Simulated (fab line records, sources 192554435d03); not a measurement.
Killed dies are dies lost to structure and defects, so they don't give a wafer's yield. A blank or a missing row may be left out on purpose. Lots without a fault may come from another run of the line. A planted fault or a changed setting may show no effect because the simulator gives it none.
Which tool did it? | flow n5_finfet | 24 lots, 72 wafers sampled, at 6 steps of a route of 1938

WHAT THE GAUGES READ, wafer by wafer
N5_BEOL_M11_CD_MEAS_11: target cd 64.1 nm.
lot  | measured     | on        | cd_nm (nm)
L074 | day 9 17:40  | cd_sem-01 | 64.2 64.5 63.7
L076 | day 10 05:34 | cd_sem-02 | 64.4 64.6 63.9
L075 | day 10 11:44 | cd_sem-02 | 64.7 64.8 64.5
L077 | day 11 06:54 | cd_sem-03 | 63.4 64.5 63.1
L079 | day 11 10:44 | cd_sem-01 | 65.0 64.8 64.4
L081 | day 11 14:25 | cd_sem-02 | 64.8 64.6 65.6
L078 | day 11 14:59 | cd_sem-03 | 65.4 64.1 65.2
L080 | day 11 14:50 | cd_sem-01 | 64.5 65.0 65.8
L082 | day 11 18:34 | cd_sem-02 | 64.0 65.6 64.5
L083 | day 12 14:21 | cd_sem-03 | 65.1 65.0 64.7
L084 | day 12 14:23 | cd_sem-01 | 64.4 64.3 64.2
L085 | day 12 23:08 | cd_sem-03 | 64.4 65.2 64.8
L086 | day 13 10:05 | cd_sem-02 | 65.0 65.1 65.0
L088 | day 13 13:35 | cd_sem-03 | 64.7 64.3 65.2
L087 | day 13 13:44 | cd_sem-02 | 64.8 63.5 64.3
L089 | day 14 04:48 | cd_sem-01 | 64.7 63.9 64.5
L092 | day 14 09:26 | cd_sem-03 | 64.4 64.1 63.4
L091 | day 14 09:35 | cd_sem-01 | 63.9 64.6 64.5
L090 | day 14 09:45 | cd_sem-03 | 64.4 64.1 64.1
L093 | day 14 19:58 | cd_sem-02 | 64.7 64.3 64.7
L094 | day 15 02:41 | cd_sem-01 | 63.9 63.5 63.8
L095 | day 15 05:08 | cd_sem-02 | 63.6 64.9 65.3
L096 | day 16 03:29 | cd_sem-03 | 65.7 65.1 63.2
L097 | day 16 04:05 | cd_sem-01 | 65.1 65.3 65.0

WHICH TOOL RAN EACH LOT (tool, then ch and the chambers of the sampled wafers, then the start)
lot  | N5_BEOL_M10_CURE_71           | N5_BEOL_M10_VIA_ETCH_34            | N5_BEOL_M10_CURE_72           | N5_BEOL_M10_ANNEAL_51            | N5_BEOL_M11_CURE_71
L074 | uv_cure-03 ch 0, day 9 09:58  | rie_diel-05 ch 1,2, day 9 13:02    | uv_cure-03 ch 0, day 9 13:33  | rtp_anneal-01 ch 0, day 9 14:52  | uv_cure-02 ch 0, day 9 15:48
L076 | uv_cure-01 ch 0, day 9 15:49  | rie_diel-05 ch 1,2,3, day 9 23:22  | uv_cure-01 ch 1, day 10 00:05 | rtp_anneal-01 ch 0, day 10 02:44 | uv_cure-01 ch 0, day 10 03:52
L075 | uv_cure-02 ch 1, day 10 03:13 | rie_diel-05 ch 0,1,3, day 10 06:36 | uv_cure-01 ch 1, day 10 07:05 | rtp_anneal-02 ch 0, day 10 09:00 | uv_cure-02 ch 0, day 10 09:52
L077 | uv_cure-02 ch 1, day 10 17:49 | rie_diel-05 ch 0,1,2, day 11 00:40 | uv_cure-03 ch 1, day 11 01:11 | rtp_anneal-02 ch 0, day 11 03:32 | uv_cure-03 ch 2, day 11 04:28
L079 | uv_cure-01 ch 1, day 11 00:21 | rie_diel-06 ch 0,1,3, day 11 03:23 | uv_cure-01 ch 1, day 11 03:59 | rtp_anneal-01 ch 0, day 11 07:09 | uv_cure-02 ch 2, day 11 08:03
L081 | uv_cure-02 ch 2, day 11 04:44 | rie_diel-05 ch 0,2, day 11 08:38   | uv_cure-03 ch 2, day 11 09:18 | rtp_anneal-01 ch 0, day 11 11:44 | uv_cure-03 ch 1, day 11 12:41
L078 | uv_cure-01 ch 0, day 11 05:03 | rie_diel-03 ch 1,3, day 11 08:47   | uv_cure-03 ch 0, day 11 09:30 | rtp_anneal-01 ch 0, day 11 12:02 | uv_cure-02 ch 0, day 11 13:01
L080 | uv_cure-03 ch 1, day 11 07:34 | rie_diel-03 ch 0,3, day 11 10:14   | uv_cure-02 ch 1, day 11 10:43 | rtp_anneal-01 ch 0, day 11 12:35 | uv_cure-03 ch 1, day 11 13:27
L082 | uv_cure-02 ch 1, day 11 08:27 | rie_diel-06 ch 0,1, day 11 13:25   | uv_cure-03 ch 1, day 11 13:56 | rtp_anneal-01 ch 0, day 11 15:22 | uv_cure-02 ch 0, day 11 16:14
L083 | uv_cure-02 ch 2, day 12 03:44 | rie_diel-05 ch 0,1,3, day 12 08:22 | uv_cure-01 ch 0, day 12 08:56 | rtp_anneal-02 ch 0, day 12 10:48 | uv_cure-03 ch 0, day 12 11:43
L084 | uv_cure-01 ch 1, day 12 03:56 | rie_diel-03 ch 0,1,3, day 12 08:32 | uv_cure-02 ch 2, day 12 09:04 | rtp_anneal-01 ch 0, day 12 11:07 | uv_cure-02 ch 2, day 12 11:59
L085 | uv_cure-02 ch 0, day 12 11:22 | rie_diel-05 ch 0,2,3, day 12 16:51 | uv_cure-02 ch 0, day 12 17:20 | rtp_anneal-02 ch 0, day 12 19:46 | uv_cure-03 ch 2, day 12 20:55
L086 | uv_cure-01 ch 1, day 12 23:51 | rie_diel-05 ch 0,1,2, day 13 05:35 | uv_cure-03 ch 1, day 13 06:10 | rtp_anneal-02 ch 0, day 13 08:14 | uv_cure-01 ch 2, day 13 09:07
L088 | uv_cure-02 ch 2, day 13 04:07 | rie_diel-05 ch 0,1, day 13 07:25   | uv_cure-01 ch 0, day 13 07:57 | rtp_anneal-02 ch 0, day 13 09:26 | uv_cure-03 ch 0, day 13 10:21
L087 | uv_cure-03 ch 2, day 13 05:41 | rie_diel-03 ch 2,3, day 13 09:04   | uv_cure-02 ch 2, day 13 09:32 | rtp_anneal-02 ch 0, day 13 11:03 | uv_cure-02 ch 1, day 13 11:55
L089 | uv_cure-01 ch 0, day 13 19:55 | rie_diel-06 ch 0,3, day 13 22:31   | uv_cure-01 ch 0, day 13 23:02 | rtp_anneal-01 ch 0, day 14 02:07 | uv_cure-03 ch 0, day 14 03:01
L092 | uv_cure-03 ch 0, day 13 23:23 | rie_diel-06 ch 0,1,3, day 14 03:11 | uv_cure-01 ch 1, day 14 03:46 | rtp_anneal-01 ch 0, day 14 05:45 | uv_cure-03 ch 2, day 14 06:37
L091 | uv_cure-03 ch 0, day 13 23:52 | rie_diel-06 ch 1,2, day 14 03:43   | uv_cure-03 ch 1, day 14 04:11 | rtp_anneal-02 ch 0, day 14 05:53 | uv_cure-01 ch 1, day 14 06:47
L090 | uv_cure-02 ch 0, day 14 00:17 | rie_diel-05 ch 0,2,3, day 14 04:03 | uv_cure-03 ch 0, day 14 04:31 | rtp_anneal-01 ch 0, day 14 06:12 | uv_cure-02 ch 2, day 14 07:04
L093 | uv_cure-01 ch 1, day 14 06:02 | rie_diel-05 ch 0,1, day 14 13:47   | uv_cure-01 ch 1, day 14 14:19 | rtp_anneal-02 ch 0, day 14 16:25 | uv_cure-02 ch 2, day 14 17:20
L094 | uv_cure-01 ch 1, day 14 17:00 | rie_diel-06 ch 0,1, day 14 21:57   | uv_cure-01 ch 1, day 14 22:38 | rtp_anneal-02 ch 0, day 15 00:52 | uv_cure-01 ch 0, day 15 01:48
L095 | uv_cure-02 ch 2, day 14 18:38 | rie_diel-05 ch 0,1,2, day 15 00:14 | uv_cure-03 ch 2, day 15 00:43 | rtp_anneal-02 ch 0, day 15 01:53 | uv_cure-01 ch 1, day 15 02:46
L096 | uv_cure-03 ch 2, day 15 15:46 | rie_diel-03 ch 0,2,3, day 15 21:43 | uv_cure-02 ch 2, day 15 22:11 | rtp_anneal-01 ch 0, day 15 23:46 | uv_cure-03 ch 1, day 16 00:38
L097 | uv_cure-01 ch 2, day 15 16:30 | rie_diel-03 ch 0,1,3, day 15 22:14 | uv_cure-02 ch 0, day 15 22:43 | rtp_anneal-01 ch 0, day 16 00:29 | uv_cure-01 ch 0, day 16 01:23
- N5_BEOL_M10_CURE_71: cures SiCOH lowk, time 240 s.
- N5_BEOL_M10_VIA_ETCH_34: etches SiCOH lowk in C4F6/O2, target depth 184.5 nm, time 69.2 s.
- N5_BEOL_M10_CURE_72: cures SiCOH lowk, time 120 s.
- N5_BEOL_M10_ANNEAL_51: time 90 s.
- N5_BEOL_M11_CURE_71: cures SiCOH lowk, time 240 s.

WHAT THE TOOLS THEMSELVES READ (means of the sampled wafers that have a number; where no wafer has one, the mark that the record gives instead)
N5_BEOL_M10_CURE_71.
lot  | tool       | lamp_power_pct (%) | wafer_temp_C_max
L074 | uv_cure-03 | 52.34              | 386.4
L076 | uv_cure-01 | 52.35              | 386.4
L075 | uv_cure-02 | 52.30              | 387.5
L077 | uv_cure-02 | 52.30              | 387.9
L079 | uv_cure-01 | 52.34              | 387.2
L081 | uv_cure-02 | 52.26              | 387.2
L078 | uv_cure-01 | 52.32              | 386.1
L080 | uv_cure-03 | 52.29              | 387.7
L082 | uv_cure-02 | 52.29              | 388.1
L083 | uv_cure-02 | 52.32              | 387.5
L084 | uv_cure-01 | 52.31              | 387.1
L085 | uv_cure-02 | 52.31              | 387.1
L086 | uv_cure-01 | 52.31              | 387.6
L088 | uv_cure-02 | 52.35              | 387.7
L087 | uv_cure-03 | 52.29              | 386.5
L089 | uv_cure-01 | 52.32              | 386.3
L092 | uv_cure-03 | 52.32              | 386.2
L091 | uv_cure-03 | 52.33              | 386.0
L090 | uv_cure-02 | 52.28              | 387.3
L093 | uv_cure-01 | 52.29              | 387.4
L094 | uv_cure-01 | 52.31              | 387.9
L095 | uv_cure-02 | 52.31              | 387.3
L096 | uv_cure-03 | 52.30              | 386.5
L097 | uv_cure-01 | 52.34              | 386.9

N5_BEOL_M10_VIA_ETCH_34.
lot  | tool        | C4F6_flow_sccm (sccm) | drypump_motor_current_A (A) | oes_product_au (a.u.) | rf_vpp_V (V) | showerhead_plenum_p_Torr (Torr) | throttle_valve_pct (%)
L074 | rie_diel-05 | 10.00                 | 5.3                         | 0.72                  | 672          | 2.87                            | 20.86
L076 | rie_diel-05 | 10.01                 | 5.4                         | 0.79                  | 674          | 2.86                            | 20.88
L075 | rie_diel-05 | 9.98                  | 5.4                         | 0.77                  | 661          | 2.81                            | 20.99
L077 | rie_diel-05 | 10.00                 | 5.5                         | 0.72                  | 664          | 2.86                            | 20.89
L079 | rie_diel-06 | 10.01                 | 5.6                         | 0.81                  | 669          | 2.82                            | 20.75
L081 | rie_diel-05 | 10.03                 | 5.7                         | 0.72                  | 656          | 2.86                            | 20.88
L078 | rie_diel-03 | 10.00                 | 5.4                         | 0.89                  | 683          | 2.85                            | 20.89
L080 | rie_diel-03 | 9.98                  | 5.9                         | 0.81                  | 666          | 2.76                            | 20.98
L082 | rie_diel-06 | 10.01                 | 5.2                         | 0.89                  | 676          | 2.88                            | 20.71
L083 | rie_diel-05 | 10.02                 | 5.4                         | 0.75                  | 662          | 2.80                            | 21.00
L084 | rie_diel-03 | 10.01                 | 5.7                         | 0.83                  | 673          | 2.80                            | 20.94
L085 | rie_diel-05 | 10.03                 | 5.5                         | 0.76                  | 668          | 2.85                            | 20.92
L086 | rie_diel-05 | 10.01                 | 5.5                         | 0.70                  | 664          | 2.85                            | 20.90
L088 | rie_diel-05 | 9.99                  | 5.5                         | 0.69                  | 649          | 2.80                            | 21.01
L087 | rie_diel-03 | 10.00                 | 6.0                         | 0.75                  | 667          | 2.73                            | 20.95
L089 | rie_diel-06 | 10.03                 | 6.0                         | 0.76                  | 671          | 2.77                            | 20.91
L092 | rie_diel-06 | 9.96                  | 5.6                         | 0.77                  | 670          | 2.81                            | 20.80
L091 | rie_diel-06 | 10.00                 | 5.5                         | 0.77                  | 658          | 2.88                            | 20.62
L090 | rie_diel-05 | 9.98                  | 5.5                         | 0.74                  | 668          | 2.84                            | 20.94
L093 | rie_diel-05 | 9.99                  | 5.5                         | 0.68                  | 649          | 2.80                            | 21.02
L094 | rie_diel-06 | 9.97                  | 5.1                         | 0.83                  | 676          | 2.87                            | 20.74
L095 | rie_diel-05 | 9.98                  | 5.5                         | 0.69                  | 664          | 2.85                            | 20.94
L096 | rie_diel-03 | 10.00                 | 6.0                         | 0.75                  | 665          | 2.73                            | 20.99
L097 | rie_diel-03 | 10.01                 | 5.7                         | 0.80                  | 673          | 2.79                            | 20.98

N5_BEOL_M10_CURE_72.
lot  | tool       | lamp_power_pct (%) | wafer_temp_C_max
L074 | uv_cure-03 | 52.37              | 371.4
L076 | uv_cure-01 | 52.30              | 372.5
L075 | uv_cure-01 | 52.37              | 373.0
L077 | uv_cure-03 | 52.29              | 372.2
L079 | uv_cure-01 | 52.29              | 372.6
L081 | uv_cure-03 | 52.30              | 371.5
L078 | uv_cure-03 | 52.24              | 371.5
L080 | uv_cure-02 | 52.31              | 372.8
L082 | uv_cure-03 | 52.30              | 372.7
L083 | uv_cure-01 | 52.27              | 370.8
L084 | uv_cure-02 | 52.37              | 371.8
L085 | uv_cure-02 | 52.31              | 372.2
L086 | uv_cure-03 | 52.30              | 372.6
L088 | uv_cure-01 | 52.26              | 370.9
L087 | uv_cure-02 | 52.31              | 371.8
L089 | uv_cure-01 | 52.31              | 371.4
L092 | uv_cure-01 | 52.32              | 373.2
L091 | uv_cure-03 | 52.34              | 372.7
L090 | uv_cure-03 | 52.31              | 371.2
L093 | uv_cure-01 | 52.35              | 372.3
L094 | uv_cure-01 | 52.29              | 373.3
L095 | uv_cure-03 | 52.32              | 371.8
L096 | uv_cure-02 | 52.31              | 372.6
L097 | uv_cure-02 | 52.32              | 371.7

N5_BEOL_M10_ANNEAL_51.
lot  | tool          | wafer_temp_C_max
L074 | rtp_anneal-01 | 225.85
L076 | rtp_anneal-01 | 225.95
L075 | rtp_anneal-02 | 226.20
L077 | rtp_anneal-02 | 226.14
L079 | rtp_anneal-01 | 226.19
L081 | rtp_anneal-01 | 225.93
L078 | rtp_anneal-01 | 226.31
L080 | rtp_anneal-01 | 225.91
L082 | rtp_anneal-01 | 225.83
L083 | rtp_anneal-02 | 225.93
L084 | rtp_anneal-01 | 225.94
L085 | rtp_anneal-02 | 226.33
L086 | rtp_anneal-02 | 225.77
L088 | rtp_anneal-02 | 226.14
L087 | rtp_anneal-02 | 225.94
L089 | rtp_anneal-01 | 225.91
L092 | rtp_anneal-01 | 226.01
L091 | rtp_anneal-02 | 226.06
L090 | rtp_anneal-01 | 226.01
L093 | rtp_anneal-02 | 226.30
L094 | rtp_anneal-02 | 225.87
L095 | rtp_anneal-02 | 225.67
L096 | rtp_anneal-01 | 225.88
L097 | rtp_anneal-01 | 225.97

N5_BEOL_M11_CURE_71.
lot  | tool       | lamp_power_pct (%) | wafer_temp_C_max
L074 | uv_cure-02 | 52.31              | 386.9
L076 | uv_cure-01 | 52.36              | 386.6
L075 | uv_cure-02 | 52.34              | 387.3
L077 | uv_cure-03 | 52.34              | 386.7
L079 | uv_cure-02 | 52.33              | 386.9
L081 | uv_cure-03 | 52.31              | 388.1
L078 | uv_cure-02 | 52.25              | 386.9
L080 | uv_cure-03 | 52.30              | 387.9
L082 | uv_cure-02 | 52.34              | 387.1
L083 | uv_cure-03 | 52.35              | 386.7
L084 | uv_cure-02 | 52.33              | 387.1
L085 | uv_cure-03 | 52.29              | 386.5
L086 | uv_cure-01 | 52.35              | 386.7
L088 | uv_cure-03 | 52.38              | 386.4
L087 | uv_cure-02 | 52.30              | 387.9
L089 | uv_cure-03 | 52.30              | 385.9
L092 | uv_cure-03 | 52.30              | 386.3
L091 | uv_cure-01 | 52.29              | 387.5
L090 | uv_cure-02 | 52.25              | 386.8
L093 | uv_cure-02 | 52.35              | 387.4
L094 | uv_cure-01 | 52.33              | 386.3
L095 | uv_cure-01 | 52.28              | 387.5
L096 | uv_cure-03 | 52.28              | 386.9
L097 | uv_cure-01 | 52.30              | 386.5

THE ANSWER, worked out from the rows above alone
Rule: what is usual is taken from the lots themselves. Put in order of their means at a reading, lots are off if they are a third of the lots or fewer, leave a main group of 4 or more, and stand apart from it by a gap of 3 or more times the standard deviation of the main group's means; of several such gaps the widest counts. A main group whose means are all the same, to the digits that the tables above print for the reading, isn't used. A lot without any number at a reading at which 4 lots or more have one is off too. The other lots that the step has rows for count as sound. The gauges are gone through in route order, then the tools' own readings, and for those a lot's mean is taken as printed above. The first step at which some lot is off is used, and at that step the reading that is off furthest; a lot without a number counts as furthest.
No lot is off at any reading shown: from this, nothing can be told.

WHAT THE SIMULATOR HAD PUT IN
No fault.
